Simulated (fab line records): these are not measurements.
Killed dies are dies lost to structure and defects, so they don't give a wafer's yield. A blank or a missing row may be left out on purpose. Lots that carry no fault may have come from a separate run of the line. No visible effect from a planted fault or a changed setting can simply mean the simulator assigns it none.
Commonality check across tools :: flow nand-harc :: 9 wafers sampled across 3 lots

## WHY THIS WAS OPENED
On 2 of the 3 lots, a flag is raised at NHARC_END_SORT_01 on the reading killed-at-periphery. Fault-free wafers read 4.2, with a standard deviation of 2.8.
Rule: a lot gets a flag if all its wafers with a number sit over 4 standard deviations from that mean, or if no wafer of it has a number. The other lots count as sound.

lot: L728
measured: day 28 05:53
on: prober-02
killed-at-periphery, wafer by wafer: 77 80 74
flag: FLAGGED

lot: L729
measured: day 28 06:41
on: prober-01
killed-at-periphery, wafer by wafer: 1 3 1
flag: 

lot: L730
measured: day 28 14:26
on: prober-02
killed-at-periphery, wafer by wafer: 80 81 81
flag: FLAGGED
Average over the flagged lots: 78.8; offset from the usual +74.6, equal to +27 standard deviations.

## WHICH TOOL EACH LOT WENT THROUGH
Before the reading, the record contains 3 process steps out of a 1302-step route. Each cell gives the tool, then ch followed by the chambers the sampled wafers passed through, then the start.
lot: L728
flag: FLAGGED
NHARC_P_GATE_PRECLEAN_97: wet-bench-05 ch 2,4,5, day 9 07:01
NHARC_P_GATE_STRIP_76: plasma-asher-02 ch 0,1, day 9 10:15
NHARC_P_GATE_STRIP_113: plasma-asher-01 ch 0,1, day 9 11:34

lot: L729
flag: 
NHARC_P_GATE_PRECLEAN_97: wet-bench-06 ch 1,2,4, day 9 10:47
NHARC_P_GATE_STRIP_76: plasma-asher-01 ch 0,1, day 9 14:04
NHARC_P_GATE_STRIP_113: plasma-asher-02 ch 0,1, day 9 15:38

lot: L730
flag: FLAGGED
NHARC_P_GATE_PRECLEAN_97: wet-bench-05 ch 0,1,2, day 9 19:11
NHARC_P_GATE_STRIP_76: plasma-asher-01 ch 1, day 9 22:34
NHARC_P_GATE_STRIP_113: plasma-asher-02 ch 0,1, day 10 00:02
What is done by these steps:
- NHARC_P_GATE_PRECLEAN_97: cleans in SPM, time 600 s.
- NHARC_P_GATE_STRIP_76: strips in O2.
- NHARC_P_GATE_STRIP_113: strips in N2/H2, time 740 s.
- NHARC_END_SORT_01

## FLAGGED AGAINST TOTAL, ONE TOOL AT A TIME (gauges that did the reading follow at the end)
step: NHARC_P_GATE_PRECLEAN_97
tool: wet-bench-05
lots run: 2
flagged: 2
share of the flagged lots: all
sound lots run after its first flagged lot: 0

step: NHARC_P_GATE_PRECLEAN_97
tool: wet-bench-06
lots run: 1
flagged: 0
share of the flagged lots: none
sound lots run after its first flagged lot: -

step: NHARC_P_GATE_STRIP_76
tool: plasma-asher-01
lots run: 2
flagged: 1
share of the flagged lots: some
sound lots run after its first flagged lot: 0

step: NHARC_P_GATE_STRIP_76
tool: plasma-asher-02
lots run: 1
flagged: 1
share of the flagged lots: some
sound lots run after its first flagged lot: 0

step: NHARC_P_GATE_STRIP_113
tool: plasma-asher-01
lots run: 1
flagged: 1
share of the flagged lots: some
sound lots run after its first flagged lot: 0

step: NHARC_P_GATE_STRIP_113
tool: plasma-asher-02
lots run: 2
flagged: 1
share of the flagged lots: some
sound lots run after its first flagged lot: 0

step: NHARC_END_SORT_01
tool: prober-01
lots run: 1
flagged: 0
share of the flagged lots: none
sound lots run after its first flagged lot: -

step: NHARC_END_SORT_01
tool: prober-02
lots run: 2
flagged: 2
share of the flagged lots: all
sound lots run after its first flagged lot: 0

## WHAT THE TABLE PERMITS
In 2 table rows, all flagged lots were run: wet-bench-05 (NHARC_P_GATE_PRECLEAN_97), prober-02 (NHARC_END_SORT_01).
- wet-bench-05 at NHARC_P_GATE_PRECLEAN_97: 2 of its 2 lots flagged. It ran no sound lot before its first flagged lot in this sample, so the start can't be narrowed down.
- prober-02 at NHARC_END_SORT_01: 2 of its 2 lots flagged. It ran no sound lot before its first flagged lot in this sample, so the start can't be narrowed down.
Because each of these 2 tools fits a fault that began at some hour, counting lots does not separate them. More lots, or a look at what each step does to the wafer, might.

## WHAT HAD BEEN PUT IN BY THE SIMULATOR
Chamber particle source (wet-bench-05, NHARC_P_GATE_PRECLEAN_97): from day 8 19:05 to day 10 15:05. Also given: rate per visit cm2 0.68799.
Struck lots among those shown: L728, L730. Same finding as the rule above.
